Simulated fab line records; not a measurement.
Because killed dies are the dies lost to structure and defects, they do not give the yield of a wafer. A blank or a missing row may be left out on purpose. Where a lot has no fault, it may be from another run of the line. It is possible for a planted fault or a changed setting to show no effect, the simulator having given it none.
Matching of chambers    flow nand harc    rie diel-08 running NHARC_A_STAIRCASE_ETCHBACK_157: 4 sister chambers
The step etches the open film in CH3F/O2, target depth 90 nm, time 167.14 s. 22 wafers are shown with their chamber, then 11 later ones without.

EACH WAFER AND ITS CHAMBER
wafer   chamber  showerhead plenum p Torr (Torr)  oes product au (a.u.)  rf vpp V (V)
L075.4  2        2.33                             0.99                   242.0
L075.5  3        2.29                             1.01                   241.4
L075.6  2        2.33                             0.97                   242.7
L078.3  0        2.35                             0.99                   242.4
L078.5  1        2.31                             1.02                   241.1
L078.6  0        2.35                             0.99                   242.5
L077.3  1        2.31                             1.00                   242.8
L077.5  2        2.33                             1.00                   243.5
L077.6  1        2.31                             1.01                   243.0
L079.1  2        2.33                             0.99                   242.1
L079.2  1        2.31                             1.01                   243.2
L079.5  3        2.29                             1.03                   242.7
L080.1  0        2.34                             0.97                   243.2
L080.2  2        2.33                             0.96                   242.2
L080.3  3        2.28                             1.01                   241.6
L082.3  2        2.33                             0.98                   242.1
L082.4  0        2.34                             0.97                   242.9
L082.5  3        2.28                             1.00                   241.6
L084.1  1        2.30                             1.01                   242.6
L084.2  3        2.28                             1.02                   242.3
L084.6  0        2.34                             1.00                   242.8
L083.2  0        2.34                             0.99                   243.0

SIGNATURES, as means of the wafers listed above
reading                   chamber 0  chamber 1  chamber 2  chamber 3  scatter within a chamber
showerhead plenum p Torr  2.3433     2.3080     2.3300     2.2840     0.0043
oes product au            0.9850     1.0100     0.9817     1.0140     0.0119
rf vpp V                  242.800    242.540    242.433    241.920    0.585
Rule: for a wafer and a chamber, the distance is found by dividing, reading by reading, the gap between the wafer's reading and the chamber's mean by the reading's scatter, squaring, summing and taking the root. The wafer belongs to the nearest chamber; if the next one is less than 2 further off, it can't be placed. The scatter is the square root of a quotient: the sum, over the shown wafers, of each reading's squared deviation from its chamber's mean, divided by wafers minus chambers.

WAFERS WITH NO CHAMBER GIVEN
wafer   showerhead plenum p Torr (Torr)  oes product au (a.u.)  rf vpp V (V)
L083.3  2.28                             1.02                   242.3
L083.5  2.28                             1.03                   240.7
L087.1  2.28                             0.98                   241.5
L087.4  2.33                             0.96                   242.9
L087.6  2.28                             0.99                   242.0
L094.2  2.33                             0.92                   242.2
L094.3  2.28                             0.93                   241.9
L094.5  2.32                             0.91                   243.6
L097.1  2.29                             0.93                   241.4
L097.5  2.29                             0.94                   241.7
L097.6  2.27                             0.94                   241.6

EACH ONE'S CHAMBER
wafer   from the rows above      in truth
L083.3  3                        3
L083.5  3                        3
L087.1  3                        3
L087.4  can't be placed: 2 or 0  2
L087.6  3                        3
L094.2  can't be placed: 2 or 0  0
L094.3  3                        3
L094.5  can't be placed: 2 or 0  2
L097.1  can't be placed: 3 or 1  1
L097.5  can't be placed: 3 or 1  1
L097.6  3                        3
Placed correctly: 6 of 11. From these rows, 5 cannot be placed; in 5 the true chamber is one of the candidates. Number placed wrongly: 0.
